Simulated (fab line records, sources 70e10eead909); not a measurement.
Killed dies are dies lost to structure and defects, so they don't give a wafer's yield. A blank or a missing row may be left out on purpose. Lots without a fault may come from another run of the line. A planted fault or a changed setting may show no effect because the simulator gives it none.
fab line records | flow nand_harc
record lots=12 wafers=36 last_day=34
route steps=1302 shown A_STAIRCASE@681 END@1302
lots that met no fault: from a run of the same line without faults
start_h: hours from the record's first day to the start of the lot's first wafer shown | wait_h: hours since the lot's step before | " the same as in the row above | L1.1+2: a row that stands for several wafers | - no value, or no start given | * or withheld: withheld | < > ~ a bound
route shown NAME@n: a module of which the file shows steps, and the number in the route of the first | usual: mean/standard deviation of fault-free wafers | same: alike in all rows | chamber/n: place in a boat | sites: the reading at each site | _std_site: their standard deviation | _edge_site: outer sites' mean less inner sites' | radius_mm: how far each site lies from the wafer's centre | mask NAME#n: copy n | behind: the tool/chamber that last shaped the wafer | hold: why the lot was held/for how many hours/how that ended | device: the transistor (n, p or np) that didn't switch | end of line: the same wafers' tests at the end of the route | a step without rows: its recipe alone | killed: dies lost to structure and defects at the first sort, not the wafer's yield | map: a wafer's dies, x killed, . not, _ none there
set.NAME: the setting as run; set.NAME@STEP: as run at that earlier step | model.NAME: the simulator's own value behind a step, which no gauge read
steps of the route over a sample of lots; a table a step, a row a wafer
services: from which hour (start_h, from the record's first day; less than 0 if before it) a tool's chamber was out of use, for how many hours, and why
## steps
# step NHARC_A_STAIRCASE_TRIM_24
# recipe time_s=211.2 o2_flow_sccm=500 ar_flow_sccm=0 bias_w=0 chemistry=O2
# usual drypump_motor_current_A=6.0/0.35 oes_product_au=1.004/0.013 rf_vpp_V=57.8/0.89 showerhead_plenum_p_Torr=3.54/0.16 throttle_valve_pct=17.037/0.009
# same time_s=211.2
# columns lot.wafer tool chamber start_h wait_h drypump_motor_current_A oes_product_au rf_hours_counter_h rf_vpp_V showerhead_plenum_p_Torr throttle_valve_pct
L508.3 rie_diel-12 0 - - 6.1 1.001 28 57.8 3.63 17.051
L508.4 " 3 " " 5.7 1.018 29 57.0 3.58 17.031
L508.5 " 1 " " 5.7 0.996 - 58.7 3.37 17.037
L509.2 rie_diel-13 0 - - 6.4 1.005 8 58.2 3.62 17.043
L509.1 " 2 " " 6.5 1.015 10 58.3 3.52 17.034
L509.4 " 3 " " 5.6 1.022 10 57.8 3.31 17.049
L514.1 rie_diel-12 2 - - 5.4 1.007 52 56.6 3.42 17.021
L514.4 " 3 " " 5.7 1.024 54 59.1 3.57 17.034
L514.5 " 2 " " 5.4 1.013 - 57.3 3.42 17.037
L520.3 rie_diel-12 0 - - 6.0 1.004 14 58.5 3.60 17.044
L520.1 " 1 " " 5.7 0.982 14 56.8 3.35 17.038
L520.4 " 2 " " 5.4 0.987 13 57.9 3.42 17.023
L522.1 rie_diel-03 0 - - 6.2 1.041 16 57.2 3.43 17.026
L522.3 " 1 " " 6.2 1.004 16 57.9 3.80 17.038
L522.5 " 1 " " 6.2 1.011 - 58.6 3.80 17.023
L521.1 rie_diel-12 0 - - 6.0 1.004 22 59.2 3.60 17.037
L521.6 " 0 " " 6.0 1.005 - 58.4 3.60 17.032
L521.5 " 1 " " 5.7 0.998 - 58.5 3.35 17.036
L523.4 rie_diel-03 3 - - 5.9 0.992 19 57.1 3.69 17.037
L523.5 " 0 " " 6.2 1.019 - 58.0 3.43 17.036
L523.6 " 1 " " 6.2 1.000 - 58.1 3.80 17.028
L524.1 rie_diel-13 1 - - 6.4 0.995 8 57.0 3.78 17.030
L524.3 " 2 " " 6.5 1.006 9 57.9 3.49 17.035
L524.5 " 0 " " 6.3 1.032 - 58.9 3.59 17.041
L526.3 rie_diel-03 3 - - 5.9 0.984 29 58.3 3.68 17.048
L526.2 " 0 " " 6.2 1.020 25 57.2 3.42 17.057
L526.5 " 3 " " 5.9 0.981 - 58.0 3.68 17.046
L528.1 rie_diel-03 0 - - 6.2 1.017 34 57.0 3.42 17.038
L528.6 " 2 " " 6.0 0.986 - 56.7 3.35 17.038
L528.4 " 1 " " 6.2 1.007 - 60.0 3.79 17.046
L529.3 rie_diel-13 1 - - 6.4 1.003 17 55.8 3.77 17.020
L529.4 " 2 " " 6.5 1.009 18 58.1 3.48 17.035
L529.2 " 3 " " 5.6 0.989 20 58.9 3.80 17.028
L527.1 rie_diel-13 3 - - 5.6 0.990 21 58.4 3.80 17.036
L527.4 " 0 " " 6.3 1.017 19 57.0 3.58 17.040
L527.6 " 3 " " 5.6 0.983 - 57.3 3.80 17.043
# step NHARC_A_STAIRCASE_ETCH_188
# recipe target_depth_a=1000 time_s=40.5 ion_energy_ev=400 c4f8_flow_sccm=20 o2_flow_sccm=10 ar_flow_sccm=withheld rf_w=600 bias_w=1000 chemistry=C4F8/O2
# usual oes_product_au=0.945/0.02 rf_vpp_V=897/5.9
# same time_s=40.5
# columns lot.wafer tool chamber start_h wait_h oes_product_au rf_hours_counter_h rf_vpp_V
L508.3 rie_diel-12 1 368.66 - 0.929 27 892
L508.4 " 2 " " 0.974 27 893
L508.5 " 3 " " 0.954 - 899
L509.4 rie_diel-12 2 386.58 - 0.974 35 892
L509.2 " 3 " " 0.963 37 897
L509.1 " 1 " " 0.949 33 890
L514.1 rie_diel-13 3 441.39 - 0.947 31 888
L514.4 " 2 " " 0.947 - 895
L514.5 " 0 " " 1.069 - 899
L520.4 rie_diel-03 3 499.72 - 0.955 6 900
L520.1 " 0 " " 0.985 7 891
L520.3 " 1 " " 0.952 8 906
L522.1 rie_diel-12 2 527.83 - 0.926 17 892
L522.3 " 0 " " 0.933 22 899
L522.5 " 1 " " 0.943 - 888
L521.1 rie_diel-12 2 528.03 - 0.933 17 892
L521.6 " 0 " " 0.934 - 901
L521.5 " 1 " " 0.925 - 890
L523.4 rie_diel-03 3 532.13 - 0.929 20 901
L523.5 " 0 " " 0.964 - 893
L523.6 " 1 " " 0.928 - 907
L524.1 rie_diel-13 1 547.54 - 0.936 9 904
L524.3 " 0 " " 0.955 8 898
L524.5 " 1 " " 0.935 - 906
L526.3 rie_diel-13 1 554.88 - 0.948 11 906
L526.2 " 2 " " 0.941 13 893
L526.5 " 0 " " 0.981 - 897
L528.4 rie_diel-03 0 578.61 - 0.968 35 892
L528.1 " 1 " " 0.955 34 905
L528.6 " 0 " " 0.963 - 892
L529.4 rie_diel-13 1 579.00 - 0.932 17 905
L529.3 " 3 " " 0.925 21 906
L529.2 " 0 " " 0.952 19 899
L527.4 rie_diel-03 3 581.79 - 0.946 34 900
L527.1 " 0 " " 0.972 35 892
L527.6 " 2 " " 0.942 - 889
# step NHARC_A_STAIRCASE_TRIM_193
# recipe time_s=211.2 o2_flow_sccm=500 ar_flow_sccm=0 bias_w=0 chemistry=O2
# usual drypump_motor_current_A=6.0/0.32 oes_product_au=1.002/0.013 rf_vpp_V=57.8/0.95 showerhead_plenum_p_Torr=3.55/0.16 throttle_valve_pct=17.035/0.0093
# same time_s=211.2
# columns lot.wafer tool chamber start_h wait_h drypump_motor_current_A oes_product_au rf_hours_counter_h rf_vpp_V showerhead_plenum_p_Torr throttle_valve_pct
L508.3 rie_diel-12 0 - - 6.0 1.004 29 60.7 3.63 17.027
L508.4 " 1 " " 5.8 0.994 27 58.1 3.37 17.039
L508.5 " 3 " " 5.7 1.014 - 56.9 3.58 17.028
L509.1 rie_diel-12 3 - - 5.7 1.016 37 55.7 3.58 17.041
L509.4 " 0 " " 6.0 0.995 34 58.9 3.62 17.036
L509.2 " 2 " " 5.4 1.024 35 58.6 3.43 17.027
L514.1 rie_diel-13 2 - - 6.5 1.015 28 57.2 3.51 17.027
L514.4 " 3 " " 5.6 1.022 - 58.3 3.30 17.044
L514.5 " 0 " " 6.3 0.995 - 59.5 3.61 17.034
L520.3 rie_diel-03 1 - - 6.2 1.010 8 57.7 3.80 17.051
L520.4 " 2 " " 6.0 0.989 7 56.8 3.36 17.051
L520.1 " 0 " " 6.2 1.021 8 58.5 3.43 17.032
L522.3 rie_diel-12 1 - - 5.7 0.991 23 57.7 3.35 17.030
L522.1 " 3 " " 5.7 1.014 20 57.8 3.56 17.040
L522.5 " 0 " " 6.1 1.004 - 56.6 3.60 17.035
L521.1 rie_diel-12 2 - - 5.4 0.990 18 58.1 3.41 17.056
L521.6 " 1 " " 5.7 1.006 - 58.3 3.35 17.036
L521.5 " 2 " " 5.4 0.990 - 59.2 3.41 17.036
L523.4 rie_diel-03 3 - - 5.9 0.996 21 57.8 3.69 17.021
L523.6 " 0 " " 6.2 1.022 - 58.0 3.43 17.033
L523.5 " 1 " " 6.2 1.002 - 58.6 3.80 17.035
L524.3 rie_diel-13 3 - - 5.6 1.001 11 57.3 3.80 17.039
L524.1 " 2 " " 6.5 1.011 11 57.5 3.49 17.040
L524.5 " 3 " " 5.6 1.006 - 58.4 3.80 17.027
L526.3 rie_diel-13 2 - - 6.5 1.000 13 56.6 3.48 17.036
L526.2 " 1 " " 6.5 0.998 12 58.0 3.78 17.022
L526.5 " 3 " " 5.6 0.996 - 58.8 3.80 17.042
L528.4 rie_diel-03 2 - - 6.0 0.986 38 56.2 3.34 17.045
L528.1 " 3 " " 5.9 0.995 34 58.7 3.68 17.046
L528.6 " 1 " " 6.2 1.002 - 58.1 3.79 17.057
L529.2 rie_diel-13 2 - - 6.5 0.992 20 57.7 3.48 17.038
L529.4 " 3 " " 5.6 0.985 21 56.1 3.80 17.034
L529.3 " 0 " " 6.3 1.018 19 58.3 3.58 17.024
L527.1 rie_diel-03 3 - - 5.9 0.990 34 57.7 3.68 17.024
L527.4 " 0 " " 6.2 1.026 36 57.9 3.42 17.041
L527.6 " 2 " " 6.0 0.987 - 58.6 3.34 17.038
# step NHARC_A_STAIRCASE_ETCH_194
# recipe target_depth_a=1000 time_s=40.5 ion_energy_ev=400 c4f8_flow_sccm=20 o2_flow_sccm=10 ar_flow_sccm=withheld rf_w=600 bias_w=1000 chemistry=C4F8/O2
# usual oes_product_au=0.945/0.015 rf_vpp_V=896/6
# same time_s=40.5
# columns lot.wafer tool chamber start_h wait_h oes_product_au rf_hours_counter_h rf_vpp_V
L508.4 rie_diel-12 2 - - 0.974 28 892
L508.3 " 0 " " 0.932 29 900
L508.5 " 2 " " 0.970 - 893
L509.2 rie_diel-12 1 - - 0.944 33 890
L509.4 " 3 " " 0.954 37 897
L509.1 " 0 " " 0.945 34 900
L514.1 rie_diel-13 2 - - 0.947 29 896
L514.5 " 2 " " 0.949 - 895
L514.4 " 0 " " 0.931 - 900
L520.1 rie_diel-03 3 - - 0.932 7 903
L520.4 " 1 " " 0.951 8 906
L520.3 " 2 " " 0.933 7 889
L522.3 rie_diel-12 2 - - 0.947 18 890
L522.1 " 0 " " 0.937 23 899
L522.5 " 2 " " 0.944 - 891
L521.1 rie_diel-12 3 - - 0.956 20 896
L521.5 " 3 " " 0.956 - 898
L521.6 " 0 " " 0.953 - 899
L523.4 rie_diel-03 0 - - 0.958 19 892
L523.5 " 3 " " 0.931 - 902
L523.6 " 0 " " 0.967 - 892
L524.1 rie_diel-13 0 - - 0.968 10 897
L524.3 " 2 " " 0.952 11 894
L524.5 " 0 " " 0.967 - 897
L526.2 rie_diel-13 3 - - 0.939 14 906
L526.3 " 1 " " 0.942 12 904
L526.5 " 3 " " 0.935 - 906
L528.4 rie_diel-03 3 - - 0.953 34 903
L528.1 " 0 " " 0.956 35 891
L528.6 " 1 " " 0.937 - 906
L529.4 rie_diel-13 1 - - 0.932 18 905
L529.3 " 3 " " 0.932 21 906
L529.2 " 0 " " 0.962 19 898
L527.4 rie_diel-03 1 - - 0.950 35 906
L527.1 " 2 " " 0.923 39 891
L527.6 " 3 " " 0.946 - 902
# step NHARC_END_SORT_01
# recipe temp_c=25
# usual killed_at_array=63/27 killed_at_other=0.7/1.2 killed_at_periphery=3.1/2 killed_dies=67/28 killed_open=3.0/1.9 killed_short=2.2/1.5
# same gross_dies=677
# columns lot.wafer tool chamber start_h wait_h killed_at_array killed_at_other killed_at_periphery killed_dies killed_open killed_short
L514.1 prober-02 0 644.34 2.5 138 1 5 144 2 5
L514.4 prober-02 0 646.70 3.4 111 1 1 113 1 1
L514.5 prober-02 0 647.49 3.7 385 0 2 387 0 3
# killed by level:class
L514.1 A_CHANNEL_HOLE_D2:chamber_film_flake=42 A_SLIT:chamber_film_flake=40 A_CHANNEL_HOLE_D1:chamber_film_flake=35 A_STAIRCASE:chamber_film_flake=8 A_WL_FILL:chamber_film_flake=7 A_M0:geometric_particle:open=2 P_GATE:geometric_particle:short=1 P_M1:geometric_particle:short=1
L514.4 A_SLIT:chamber_film_flake=36 A_CHANNEL_HOLE_D2:chamber_film_flake=32 A_CHANNEL_HOLE_D1:chamber_film_flake=22 A_STAIRCASE:chamber_film_flake=8 A_CONTACT:chamber_film_flake=8 A_CHANNEL_FILL_D1:geometric_particle:short=1 A_CHANNEL_FILL_D1:geometric_particle:open=1 P_BONDPAD:chamber_film_flake=1
L514.5 A_STAIRCASE:area_etch=272 A_CHANNEL_HOLE_D1:chamber_film_flake=33 A_CHANNEL_HOLE_D2:chamber_film_flake=31 A_SLIT:chamber_film_flake=27 A_STAIRCASE:chamber_film_flake=8 A_CONTACT:chamber_film_flake=7 A_CHANNEL_FILL_D1:geometric_particle:short=1 A_ONON_D2:geometric_particle:short=1
## services
# columns tool chamber start_h hours kind
rie_diel-13 0 351.05 - clean
rie_diel-13 1 351.05 - clean
rie_diel-13 1 351.05 - consumable_replace:showerhead
rie_diel-13 2 351.05 - clean
rie_diel-13 3 351.05 - clean
rie_diel-12 0 352.43 - clean
rie_diel-12 1 352.43 - clean
rie_diel-12 2 352.43 - clean
rie_diel-12 3 352.43 - clean
rie_diel-03 0 365.47 - clean
rie_diel-03 1 365.47 - clean
rie_diel-03 2 365.47 - clean
rie_diel-03 3 365.47 - clean
rie_diel-13 0 375.58 - clean
rie_diel-12 3 391.16 15.7 repair
rie_diel-12 1 393.31 17.1 repair
rie_diel-03 0 407.54 3.3 repair
rie_diel-13 1 436.55 14.8 repair
rie_diel-12 - 446.76 9.0 pm
rie_diel-03 - 460.50 9.0 pm
rie_diel-13 1 511.94 4.5 repair
rie_diel-13 - 519.68 9.0 pm
rie_diel-12 0 537.58 4.4 repair
rie_diel-03 3 568.58 8.0 repair
## key
first_sign step=NHARC_A_STAIRCASE_ETCH_188 reading=oes_product_au direction=up sigmas=6.1 usual=0.945 struck=1.069
effect step=NHARC_END_SORT_01 reading=killed_at_array direction=up sigmas=12 usual=63 struck=385
more_kills_born_at NHARC_A_STAIRCASE_ETCH_188@rie_diel-13=272
met_at NHARC_A_STAIRCASE_ETCH_188
struck_lots L514
struck_wafers L514.5
tester_left_out L514
not_acting_at NHARC_A_STAIRCASE_TRIM_24,NHARC_A_STAIRCASE_TRIM_193,NHARC_A_STAIRCASE_ETCH_194
fault kind=process_parameter_drift tool=rie_diel-13 chamber=0 onset_h=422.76 steps=NHARC_A_STAIRCASE_ETCH_188 channel=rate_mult offset=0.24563 shape=step end_h=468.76
# tester_left_out: of these lots the tester's yield and bins aren't shown, on N5 and GAA mostly nor the transistor test; their killed dies are dies lost to structure and defects alone, not to doping, threshold or leakage, so they don't give the yield
